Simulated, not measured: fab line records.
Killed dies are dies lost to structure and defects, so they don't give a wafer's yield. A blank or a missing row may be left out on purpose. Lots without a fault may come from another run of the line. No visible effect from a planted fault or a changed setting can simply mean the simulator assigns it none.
Matching of chambers / flow n5 finfet / N5_BEOL_M5_DEP_56 on pecvd-02: 3 sister chambers
The step deposits SiCN from 3MS/NH3, target thk 8 nm, time 14 s. 3 wafers are shown with their chamber, then 10 later ones without.

## WAFERS PAIRED WITH THEIR CHAMBERS
wafer=L084.6; chamber=2; showerhead plenum p Torr (Torr)=3.635
wafer=L086.3; chamber=1; showerhead plenum p Torr (Torr)=3.682
wafer=L086.4; chamber=0; showerhead plenum p Torr (Torr)=3.679

## WAFERS MISSING THEIR CHAMBER
wafer=L086.6; showerhead plenum p Torr (Torr)=3.690
wafer=L087.2; showerhead plenum p Torr (Torr)=3.630
wafer=L087.3; showerhead plenum p Torr (Torr)=3.692
wafer=L087.4; showerhead plenum p Torr (Torr)=3.636
wafer=L094.2; showerhead plenum p Torr (Torr)=3.644
wafer=L094.3; showerhead plenum p Torr (Torr)=3.680
wafer=L094.5; showerhead plenum p Torr (Torr)=3.627
wafer=L097.2; showerhead plenum p Torr (Torr)=3.683
wafer=L097.5; showerhead plenum p Torr (Torr)=3.678
wafer=L097.6; showerhead plenum p Torr (Torr)=3.691

## WHICH CHAMBER EACH ONE RAN IN
wafer=L086.6; from the rows above=can't be placed: 1 or 0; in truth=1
wafer=L087.2; from the rows above=2; in truth=2
wafer=L087.3; from the rows above=can't be placed: 1 or 0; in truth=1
wafer=L087.4; from the rows above=2; in truth=2
wafer=L094.2; from the rows above=2; in truth=2
wafer=L094.3; from the rows above=can't be placed: 0 or 1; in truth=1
wafer=L094.5; from the rows above=2; in truth=2
wafer=L097.2; from the rows above=can't be placed: 1 or 0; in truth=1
wafer=L097.5; from the rows above=can't be placed: 0 or 1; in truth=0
wafer=L097.6; from the rows above=can't be placed: 1 or 0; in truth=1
Placed correctly: 4 of 10. From these rows, 6 cannot be placed; in 6 the true chamber is one of the candidates. Placed wrongly: 0.
How it was worked out, from the rows above alone: a wafer's distance from a chamber is the root of the sum, over the readings, of the square of ((its reading less the chamber's mean) divided by the reading's scatter). If the next closest chamber is less than 2 further off than the closest, the wafer can't be placed; otherwise it belongs to the closest. A chamber's mean is the mean of its shown wafers. The scatter: root of mean squared gap, hidden wafer to nearest shown wafer, with one shown wafer a chamber.
